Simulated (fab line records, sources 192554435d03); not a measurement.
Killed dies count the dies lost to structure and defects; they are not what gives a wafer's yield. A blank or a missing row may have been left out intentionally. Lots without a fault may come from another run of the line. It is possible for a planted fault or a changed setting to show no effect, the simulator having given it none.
Problem report in the 8D (eight disciplines) form, filled by code | flow n5-finfet | the parts of the form that need people (team, actions taken, sign-off) are left out

1. WHAT IS WRONG
M9_ILD_THK at N5_BEOL_M9_THK_MEAS_01 reads a mean of 99 nm on 3 wafers of 3 lots; wafers without a fault read 268 nm with a standard deviation of 4.6. That is -37 standard deviations from the usual mean.
First observed at day 14 13:24: wafer L353.2, on film-metro-01. At this step, 26 wafers from 10 lots have a number in the record. The rule behind "out" and "out of limits": a value lying over 4 standard deviations away from the usual mean. Any other wafer with a number is counted as sound.

2. WHAT IT IS; WHAT IT IS NOT
question                    | is                     | is not
which readings at this step | M9_ILD_THK             | -
which lots                  | L353, L354, L358       | L349, L351, L360, L364, L366, L368, L369
which wafers of those lots  | L353.2, L354.2, L358.1 | L353.4, L354.4, L358.3, L358.5
read on which gauges        | film-metro-01          | film-metro-02
when                        | from day 14 13:24      | up to then (6 sound wafers); but 17 sound wafers of L354, L358, L360, L364, L366, L368, L369 came after

3. SUSPECTS, AND WHAT RULES EACH OUT
Counting: a tool at a process step up to the reading stays a suspect if it ran every lot that is out. Sound lots after the first of them don't rule it out here, since some wafers of a struck lot are sound.
- the gauge at N5_BEOL_M9_THK_MEAS_01: ruled out. All the wafers that are out were read on film-metro-01, but those of them that N5_BEOL_M9_ILD_DEP_00 has rows for are out there too, on other tools.
- pecvd-03 at N5_BEOL_M9_ILD_DEP_00 (deposits SiCOH lowk from DEMS/porogen, target thk 308.51 nm, time 58 s): kept. It processed each lot that is out (first: L353, day 14 12:46); up to then, its last sound lot is L351 (day 14 12:29). On those wafers its own readings are out: run-length-s.
The count leaves pecvd-03 at N5_BEOL_M9_ILD_DEP_00.

4. THE CAUSE (what the simulator had put in)
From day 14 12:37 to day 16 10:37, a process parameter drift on pecvd-03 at N5_BEOL_M9_ILD_DEP_00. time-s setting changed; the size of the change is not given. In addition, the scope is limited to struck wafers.
After counting, this tool was the only one left.

5. THE CHAIN OF EFFECTS, in route order
Each row: a reading where the mean over the struck wafers with a number is more than 3 standard deviations away from the usual. Readings are gone through only where the record gives a usual standard deviation; hours: the median, over the lots, of the time from a lot's start at the first step in this table giving one to that lot's start at this step; sigmas: the change measured in usual standard deviations.
hours | step                    | reading              | usual   | on struck wafers | change | sigmas
0     | N5_BEOL_M9_ILD_DEP_00   | run-length-s         | 100.9 s | 65.1             | -35.8  | -62
1     | N5_BEOL_M9_THK_MEAS_01  | M9_ILD_THK           | 268 nm  | 99               | -169   | -37
74    | N5_PASSIVATION_PROBE_49 | defect-limited-yield | 91.1 %  | 0.0              | -91.1  | -65
74    | N5_PASSIVATION_PROBE_49 | killed_at_M4_up      | 15      | 1083             | +1068  | +99 or more
74    | N5_PASSIVATION_PROBE_49 | killed-dies          | 105     | 1180             | +1075  | +63
74    | N5_PASSIVATION_PROBE_49 | killed-on-rim        | 14      | 152              | +138   | +32
74    | N5_PASSIVATION_PROBE_49 | sort-n-pass          | 1075    | 0                | -1075  | -63
74    | N5_PASSIVATION_PROBE_49 | sort-yield-pct       | 91.1 %  | 0.0              | -91.1  | -65
The process steps in it:
- N5_BEOL_M9_ILD_DEP_00: deposits SiCOH lowk from DEMS/porogen, target thk 308.51 nm, time 58 s.
- N5_PASSIVATION_PROBE_49

6. WHAT WOULD HAVE CAUGHT IT SOONER
In this record the first reading out of limits at a measuring or inspecting step was taken at day 14 13:24, 1 hour after the fault began at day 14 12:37.
At N5_BEOL_M9_ILD_DEP_00, the tool's own readings (run-length-s) were out on each struck wafer the step has a row for, so an alarm limit on them would have fired on the first such wafer.
L354, L358, from the lots that are out (3), started N5_BEOL_M9_ILD_DEP_00 on pecvd-03 later than day 14 13:24. A hold on the tool at that time would have spared those 2.
